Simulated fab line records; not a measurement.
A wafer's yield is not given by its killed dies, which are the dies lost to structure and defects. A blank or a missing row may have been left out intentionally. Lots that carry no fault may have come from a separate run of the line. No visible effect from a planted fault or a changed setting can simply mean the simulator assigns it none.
fab line records	flow nand_harc
record: lots: 12	wafers: 36	last_day: 34
route steps=1302 shown A_STAIRCASE@809 END@1302
lots that met no fault: from a run of the same line without faults
start_h: hours from the record's opening day to when the first of the lot's shown wafers began	wait_h: time in hours since the lot's previous step	" repeats the value in the row above	L1.1+2: a single row standing in for several wafers	- either no value or no given start	* or withheld: withheld	< > ~ a bound
route shown NAME@n: a module of which the file shows steps, and the number in the route of the first	usual: mean/standard deviation taken from wafers without a fault	same: alike in all rows	chamber/n: place in a boat	sites: readings site by site	_std_site: their standard deviation	_edge_site: mean of outer sites minus mean of inner sites	radius_mm: how far each site lies from the wafer's centre	mask NAME#n: copy n	behind: tool/chamber where the wafer was last shaped	hold: why the lot went on hold/how many hours it stayed there/how the hold came to an end	device: which transistor (n, p or np) failed to switch	end of line: at the end of the route, the tests of the same wafers	a step given without rows: its recipe and nothing more	killed: count of dies lost to structure and defects at first sort (not the wafer's yield)	map: the dies of a wafer, with x for killed, . for not killed, _ for no die there
set.NAME: the setting as run; set.NAME@STEP: as run at that earlier step	model.NAME: the simulator's own value behind a step, which no gauge read
the route's steps for a sample of lots (tables are steps, rows are wafers)
services: from which hour (start_h, from the record's first day; less than 0 if before it) a tool's chamber was out of use, for how many hours, and why
== steps ==
step: NHARC_A_STAIRCASE_HM_OPEN_460
recipe: o2_flow_sccm: 400	cos_flow_sccm: 20	ar_flow_sccm: 0	rf_w: 500	bias_w: 300	chemistry: O2/COS
usual: drypump_motor_current_A: 5.8/0.49	oes_product_au: 0.999/0.0077	rf_vpp_V: 467.5/2.5	showerhead_plenum_p_Torr: 3.14/0.11	throttle_valve_pct: 28.330/0.0084
lot.wafer	tool	chamber	start_h	wait_h	drypump_motor_current_A	oes_product_au	rf_hours_counter_h	rf_vpp_V	showerhead_plenum_p_Torr	throttle_valve_pct
L275.3	rie_diel-04	0	-	-	5.2	1.004	4	464.1	3.01	28.330
L275.6	"	3	"	"	6.0	1.002	-	470.3	3.31	28.334
L275.5	"	0	"	"	5.2	0.998	-	465.4	3.01	28.321
L282.1	rie_diel-04	2	-	-	6.2	1.001	33	468.8	3.20	28.335
L282.3	"	0	"	"	5.3	0.991	29	465.0	3.00	28.324
L282.6	"	3	"	"	6.0	1.007	-	470.0	3.30	28.317
L283.2	rie_diel-04	3	-	-	6.0	0.998	35	469.9	3.30	28.319
L283.6	"	0	"	"	5.3	0.995	-	463.3	3.00	28.327
L283.4	"	2	"	"	6.2	0.999	-	469.0	3.20	28.324
L287.2	rie_diel-04	2	-	-	6.2	1.002	44	469.0	3.19	28.325
L287.5	"	0	"	"	5.3	1.001	-	464.8	2.99	28.340
L287.4	"	3	"	"	6.0	1.000	-	469.9	3.29	28.332
L286.4	rie_diel-12	2	-	-	5.4	0.998	10	468.4	3.20	28.329
L286.2	"	0	"	"	5.0	1.003	10	465.7	3.03	28.334
L286.3	"	1	"	"	5.5	1.008	9	469.3	3.18	28.323
L288.1	rie_diel-04	3	-	-	6.0	0.994	57	470.1	3.28	28.320
L288.2	"	0	"	"	5.2	1.002	46	465.1	2.99	28.333
L288.3	"	1	"	"	6.5	1.002	31	462.1	2.90	28.333
L291.2	rie_diel-11	0	-	-	6.3	1.002	39	469.7	3.19	28.333
L291.6	"	1	"	"	6.2	0.999	-	469.3	3.23	28.320
L291.5	"	2	"	"	6.1	1.012	-	468.1	3.18	28.320
L294.2	rie_diel-12	1	-	-	5.5	0.994	27	468.2	3.17	28.321
L294.3	"	0	"	"	5.0	0.989	31	465.6	3.02	28.346
L294.5	"	2	"	"	5.5	0.991	-	467.0	3.19	28.312
L293.4	rie_diel-12	0	-	-	5.0	0.997	32	464.3	3.02	28.325
L293.1	"	1	"	"	5.5	1.000	28	468.2	3.17	28.326
L293.6	"	2	"	"	5.5	0.980	-	468.1	3.19	28.324
L295.3	rie_diel-12	3	-	-	6.1	0.994	34	464.2	3.01	28.330
L295.4	"	0	"	"	5.0	1.000	35	464.7	3.02	28.335
L295.6	"	3	"	"	6.1	0.997	-	463.8	3.01	28.329
L298.3	rie_diel-12	1	-	-	5.5	0.989	41	465.3	3.16	28.329
L298.4	"	0	"	"	5.0	0.997	47	463.4	3.01	28.328
L298.6	"	2	"	"	5.4	0.987	-	470.0	3.18	28.332
L297.3	rie_diel-11	1	-	-	6.2	1.004	11	468.5	3.21	28.319
L297.2	"	3	"	"	5.0	0.998	7	465.8	3.06	28.321
L297.6	"	2	"	"	6.1	1.000	-	468.3	3.16	28.358
step: NHARC_A_STAIRCASE_STRIP_295
recipe: o2_flow_sccm: 500	ar_flow_sccm: 0	bias_w: 0	chemistry: O2
usual: drypump_motor_current_A: 5.8/0.49	oes_product_au: 0.998/0.0075	rf_vpp_V: 58.0/0.92	showerhead_plenum_p_Torr: 3.55/0.12	throttle_valve_pct: 17.037/0.0095
lot.wafer	tool	chamber	start_h	wait_h	drypump_motor_current_A	oes_product_au	rf_hours_counter_h	rf_vpp_V	showerhead_plenum_p_Torr	throttle_valve_pct
L275.3	rie_diel-04	3	-	-	6.0	0.990	5	57.7	3.74	17.020
L275.5	"	3	"	"	6.0	0.999	-	59.2	3.74	17.054
L275.6	"	0	"	"	5.2	0.997	-	56.4	3.40	17.034
L282.3	rie_diel-04	2	-	-	6.2	0.988	34	58.7	3.61	17.031
L282.1	"	0	"	"	5.2	1.000	31	56.5	3.39	17.030
L282.6	"	2	"	"	6.2	0.988	-	57.6	3.61	17.049
L283.2	rie_diel-04	2	-	-	6.2	1.000	36	57.8	3.61	17.030
L283.6	"	0	"	"	5.3	0.988	-	58.9	3.39	17.042
L283.4	"	2	"	"	6.2	0.987	-	57.4	3.61	17.032
L287.2	rie_diel-04	3	-	-	6.0	0.998	45	59.0	3.72	17.060
L287.4	"	0	"	"	5.3	1.006	-	56.8	3.38	17.019
L287.5	"	3	"	"	6.0	1.007	-	58.6	3.72	17.040
L286.3	rie_diel-12	1	-	-	5.5	1.005	10	58.3	3.59	17.024
L286.2	"	2	"	"	5.4	0.994	11	57.7	3.62	17.049
L286.4	"	3	"	"	6.2	0.999	11	58.5	3.42	17.043
L288.3	rie_diel-04	3	-	-	6.0	0.996	58	57.7	3.71	17.033
L288.2	"	0	"	"	5.3	0.998	47	56.7	3.38	17.052
L288.1	"	1	"	"	6.6	0.996	32	56.5	3.28	17.044
L291.2	rie_diel-11	0	-	-	6.3	1.004	40	56.3	3.61	17.037
L291.6	"	3	"	"	5.0	1.000	-	56.9	3.47	17.034
L291.5	"	0	"	"	6.4	1.010	-	57.4	3.61	17.035
L294.2	rie_diel-12	0	-	-	5.0	0.999	32	56.8	3.42	17.028
L294.3	"	3	"	"	6.2	0.993	31	57.4	3.41	17.021
L294.5	"	0	"	"	5.0	1.004	-	57.2	3.42	17.048
L293.1	rie_diel-12	1	-	-	5.5	0.989	28	57.6	3.58	17.040
L293.4	"	3	"	"	6.1	0.991	33	57.4	3.41	17.033
L293.6	"	1	"	"	5.5	0.993	-	56.9	3.58	17.033
L295.4	rie_diel-12	2	-	-	5.5	0.981	34	58.3	3.60	17.041
L295.3	"	0	"	"	5.0	1.003	36	57.4	3.41	17.038
L295.6	"	3	"	"	6.1	0.998	-	57.4	3.40	17.038
L298.3	rie_diel-12	1	-	-	5.5	1.004	42	58.0	3.57	17.032
L298.4	"	3	"	"	6.1	0.998	47	57.0	3.40	17.022
L298.6	"	1	"	"	5.5	1.004	-	58.3	3.57	17.046
L297.2	rie_diel-11	0	-	-	6.4	1.016	10	57.4	3.59	17.050
L297.3	"	1	"	"	6.2	1.011	11	56.9	3.62	17.038
L297.6	"	1	"	"	6.2	1.005	-	59.1	3.62	17.039
step: NHARC_A_STAIRCASE_DEP_322
recipe: target_thk_a: 72000	temp_c: 400	target_thk_nm: 7200	teos_flow_sccm: 200	rf_w: 500	material: SiO2
usual: heater_power_w: 682/120	mfc_precursor_sccm: 199.9/0.6
lot.wafer	tool	chamber	start_h	wait_h	heater_power_w	mfc_precursor_sccm
L275.3	pecvd-02	2	407.19	0.1	627	199.9
L275.6	"	2	"	"	508	199.5
L275.5	"	1	"	"	650	199.8
L282.1	pecvd-02	1	482.07	0.1	807	200.0
L282.3	"	2	"	"	598	200.2
L282.6	"	0	"	"	719	201.0
L283.2	pecvd-04	2	489.34	0.2	792	201.0
L283.6	"	1	"	"	581	199.4
L283.4	"	2	"	"	661	201.4
L286.3	pecvd-02	1	506.04	0.2	794	200.3
L286.2	"	2	"	"	651	201.2
L286.4	"	1	"	"	668	201.2
L287.2	pecvd-04	0	506.04	0.2	638	200.2
L287.4	"	2	"	"	660	199.9
L287.5	"	0	"	"	534	199.6
L288.3	pecvd-04	0	547.73	0.1	597	199.9
L288.2	"	1	"	"	721	199.7
L288.1	"	2	"	"	781	200.7
L291.2	pecvd-02	2	570.56	0.3	650	199.7
L291.5	"	1	"	"	690	200.0
L291.6	"	2	"	"	543	199.5
L294.2	pecvd-02	1	583.83	0.1	835	199.6
L294.3	"	0	"	"	789	199.9
L294.5	"	0	"	"	700	200.2
L293.1	pecvd-04	2	594.69	0.5	712	199.7
L293.6	"	0	"	"	501	199.7
L293.4	"	1	"	"	586	199.6
L295.3	pecvd-04	0	604.74	0.2	595	199.6
L295.4	"	0	"	"	516	200.2
L295.6	"	1	"	"	596	199.5
L298.3	pecvd-03	0	636.69	0.3	617	200.6
L298.6	"	2	"	"	833	199.9
L298.4	"	0	"	"	560	199.6
L297.2	pecvd-02	2	668.24	0.2	650	199.1
L297.3	"	0	"	"	839	199.8
L297.6	"	2	"	"	535	199.8
step: NHARC_A_STAIRCASE_DEP_325
recipe: target_thk_a: 72000	temp_c: 400	target_thk_nm: 7200	teos_flow_sccm: 200	rf_w: 500	material: SiO2
usual: heater_power_w: 680/120	mfc_precursor_sccm: 200.0/0.59
lot.wafer	tool	chamber	start_h	wait_h	heater_power_w	mfc_precursor_sccm
L275.3	pecvd-04	1	414.65	0.4	756	199.8
L275.6	"	0	"	"	524	200.3
L275.5	"	1	"	"	608	199.5
L282.3	pecvd-02	2	492.27	0.2	599	254.5
L282.1	"	0	"	"	761	255.4
L282.6	"	1	"	"	688	255.5
L283.2	pecvd-02	0	499.47	0.2	840	254.7
L283.6	"	0	"	"	693	254.3
L283.4	"	1	"	"	679	255.7
L286.3	pecvd-02	1	513.24	0.1	761	255.6
L286.2	"	2	"	"	624	256.3
L286.4	"	1	"	"	681	255.2
L287.2	pecvd-04	0	513.33	0.2	659	201.1
L287.5	"	2	"	"	650	199.7
L287.4	"	0	"	"	513	200.1
L288.1	pecvd-04	1	557.79	0.1	623	199.1
L288.2	"	2	"	"	821	200.9
L288.3	"	0	"	"	603	199.9
L291.2	pecvd-02	0	577.89	0.3	814	199.8
L291.6	"	1	"	"	686	200.5
L291.5	"	0	"	"	688	200.0
L294.2	pecvd-03	2	591.81	0.2	1006	200.4
L294.3	"	2	"	"	790	200.8
L294.5	"	1	"	"	538	201.2
L293.1	pecvd-02	2	607.61	0.1	648	199.6
L293.6	"	2	"	"	519	199.3
L293.4	"	1	"	"	692	200.9
L295.3	pecvd-02	2	613.36	0.3	558	199.6
L295.4	"	0	"	"	757	199.2
L295.6	"	2	"	"	519	200.6
L298.3	pecvd-03	1	644.30	0.1	564	199.1
L298.4	"	2	"	"	799	199.9
L298.6	"	0	"	"	575	199.4
L297.3	pecvd-02	2	676.88	0.1	538	199.4
L297.2	"	1	"	"	791	200.6
L297.6	"	0	"	"	757	200.9
step: NHARC_END_SORT_01
recipe: temp_c: 25
usual: killed_at_array: 58/15	killed_at_other: 0.8/1.2	killed_at_periphery: 3.5/2.5	killed_dies: 62/15	killed_open: 3.2/1.7	killed_short: 2.4/1.5
same: gross_dies: 677
lot.wafer	tool	chamber	start_h	wait_h	killed_at_array	killed_at_other	killed_at_periphery	killed_dies	killed_open	killed_short
L288.1	prober-02	0	708.06	2.5	36	0	3	39	3	4
L288.2	prober-02	0	708.86	2.8	24	0	6	30	3	3
L288.3	prober-02	0	709.66	3.1	25	0	8	33	3	3
killed by level:class
L288.1 A_CHANNEL_HOLE_D1:chamber_film_flake=12 A_CONTACT:chamber_film_flake=5 A_SLIT:chamber_film_flake=4 A_SOURCE_PLATE:geometric_particle:short=2 A_BLC:geometric_particle:open=2 A_DECK1_JOINT:chamber_film_flake=2 A_CHANNEL_HOLE_D2:chamber_film_flake=2 A_STAIRCASE:chamber_film_flake=2
L288.2 A_CHANNEL_HOLE_D1:chamber_film_flake=9 A_DECK1_JOINT:chamber_film_flake=4 A_CHANNEL_FILL_D1:chamber_film_flake=3 P_M0:geometric_particle:open=2 P_GATE:chamber_film_flake=2 P_CONTACT:geometric_particle:short=1 A_CHANNEL_HOLE_D1:geometric_particle:short=1 A_ONON_D2:geometric_particle:short=1
L288.3 A_CONTACT:chamber_film_flake=8 A_CHANNEL_HOLE_D1:chamber_film_flake=4 P_STI:chamber_film_flake=3 A_SLIT:chamber_film_flake=3 P_GATE:chamber_film_flake=2 A_CHANNEL_HOLE_D2:chamber_film_flake=2 P_CONTACT:geometric_particle:short=1 A_ONON_D1:geometric_particle:open=1
== services ==
tool	chamber	start_h	hours	kind
rie_diel-04	-	357.82	9.0	pm
rie_diel-04	1	395.52	5.5	repair
rie_diel-12	-	396.22	1.2	repair
pecvd-02	-	408.35	13.0	pm
rie_diel-04	1	411.04	2.2	repair
rie_diel-04	0	416.90	7.5	repair
rie_diel-11	-	432.54	9.0	pm
rie_diel-12	-	445.50	9.0	pm
rie_diel-04	1	446.43	59.4	repair
pecvd-04	-	450.00	13.0	pm
rie_diel-11	2	488.06	1.5	repair
pecvd-02	-	515.73	1.5	repair
pecvd-04	-	525.46	1.0	repair
pecvd-04	-	533.62	0.5	repair
rie_diel-04	-	534.82	9.0	pm
rie_diel-12	3	562.56	6.0	repair
rie_diel-11	3	579.65	3.0	repair
pecvd-02	-	589.35	13.0	pm
pecvd-04	-	605.56	0.6	repair
rie_diel-11	-	609.54	9.0	pm
rie_diel-04	0	614.70	15.9	repair
rie_diel-12	-	622.57	9.0	pm
pecvd-04	-	631.00	13.0	pm
rie_diel-04	2	661.17	3.2	repair
== key ==
first_sign: step: NHARC_A_STAIRCASE_DEP_325	reading: mfc_precursor_sccm	direction: up	sigmas: 94	usual: 200.0	struck: 255.2
effect none on later readings
met_at NHARC_A_STAIRCASE_DEP_325
struck_lots L282,L283,L286
tester_left_out L282,L283,L286
not_acting_at NHARC_A_STAIRCASE_HM_OPEN_460,NHARC_A_STAIRCASE_STRIP_295,NHARC_A_STAIRCASE_DEP_322
fault: kind: process_parameter_drift	tool: pecvd-02	chamber: -	onset_h: 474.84	steps: NHARC_A_STAIRCASE_DEP_325	channel: teos_flow_sccm	offset: *	shape: step	end_h: 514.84	acts_in: *	stated: *
tester_left_out: of these lots the tester's yield and bins aren't shown, on N5 and GAA mostly nor the transistor test; their killed dies are dies lost to structure and defects alone, not to doping, threshold or leakage, so they don't give the yield
